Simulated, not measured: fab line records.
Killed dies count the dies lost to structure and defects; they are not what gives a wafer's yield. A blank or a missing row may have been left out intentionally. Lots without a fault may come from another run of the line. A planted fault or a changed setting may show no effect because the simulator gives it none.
Matching of chambers + flow nandHarc + NHARC_A_WL_FILL_ALD_02 on aldMetal-04 has 4 sister chambers
The step deposits TiN, target thk 2 nm, pulse time 3 s, ald cycles 100. 22 wafers are shown with their chamber, then 11 later ones without.

WAFERS, EACH WITH ITS CHAMBER
| wafer  | chamber | heaterPowerW (W) | precursorPulseHeightRel |
|--------|---------|------------------|-------------------------|
| L074.2 | 2       | 978              | 1.013                   |
| L074.3 | 0       | 919              | 1.008                   |
| L074.5 | 0       | 906              | 1.018                   |
| L076.1 | 3       | 1139             | 1.011                   |
| L076.3 | 0       | 927              | 1.003                   |
| L076.6 | 2       | 974              | 0.997                   |
| L079.1 | 2       | 991              | 1.013                   |
| L079.5 | 2       | 977              | 1.000                   |
| L079.6 | 3       | 1129             | 0.988                   |
| L084.3 | 2       | 983              | 1.027                   |
| L084.4 | 0       | 887              | 0.990                   |
| L084.6 | 1       | 1005             | 0.986                   |
| L082.1 | 3       | 1137             | 1.006                   |
| L082.4 | 2       | 994              | 0.983                   |
| L082.5 | 1       | 1018             | 1.027                   |
| L081.3 | 0       | 927              | 0.997                   |
| L081.4 | 2       | 999              | 0.993                   |
| L081.6 | 2       | 955              | 0.980                   |
| L086.2 | 3       | 1158             | 0.983                   |
| L086.3 | 0       | 930              | 1.006                   |
| L086.5 | 3       | 1138             | 1.001                   |
| L088.2 | 0       | 903              | 0.989                   |

SIGNATURES, as means of the wafers listed above
| reading                 | chamber 0 | chamber 1 | chamber 2 | chamber 3 | scatter within a chamber |
|-------------------------|-----------|-----------|-----------|-----------|--------------------------|
| heaterPowerW            | 914.14    | 1011.50   | 981.38    | 1140.20   | 13.8                     |
| precursorPulseHeightRel | 1.00157   | 1.00650   | 1.00075   | 0.99780   | 0.0146                   |
Rule: distance of a wafer from a chamber = root of the sum over the readings of ((wafer's reading minus chamber's mean) / reading's scatter) squared. The wafer belongs to the nearest chamber; if the next one is less than 2 further off, it can't be placed. How the scatter is found: for the shown wafers, subtract from each reading the mean of its chamber, square and add these, divide the total by (wafers less chambers), then take the root.

WAFERS WITHOUT THEIR CHAMBER
| wafer  | heaterPowerW (W) | precursorPulseHeightRel |
|--------|------------------|-------------------------|
| L088.4 | 946              | 0.994                   |
| L088.5 | 1044             | 0.987                   |
| L091.4 | 1040             | 1.012                   |
| L091.5 | 953              | 1.007                   |
| L091.6 | 1199             | 1.032                   |
| L092.3 | 1024             | 0.977                   |
| L092.4 | 1166             | 1.014                   |
| L092.6 | 1168             | 0.984                   |
| L093.1 | 887              | 0.989                   |
| L093.3 | 1196             | 1.026                   |
| L093.4 | 986              | 0.977                   |

WHICH CHAMBER EACH WENT THROUGH
| wafer  | from the rows above     | in truth |
|--------|-------------------------|----------|
| L088.4 | can't be placed: 0 or 2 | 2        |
| L088.5 | can't be placed: 1 or 2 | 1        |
| L091.4 | 1                       | 1        |
| L091.5 | can't be placed: 2 or 0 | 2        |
| L091.6 | 3                       | 3        |
| L092.3 | can't be placed: 1 or 2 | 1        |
| L092.4 | 3                       | 3        |
| L092.6 | 3                       | 3        |
| L093.1 | 0                       | 0        |
| L093.3 | 3                       | 3        |
| L093.4 | can't be placed: 2 or 1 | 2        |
Correctly placed: 6 of 11. Cannot be placed on the basis of these rows: 5; the candidates contain the true chamber in 5. 0 placed wrongly.
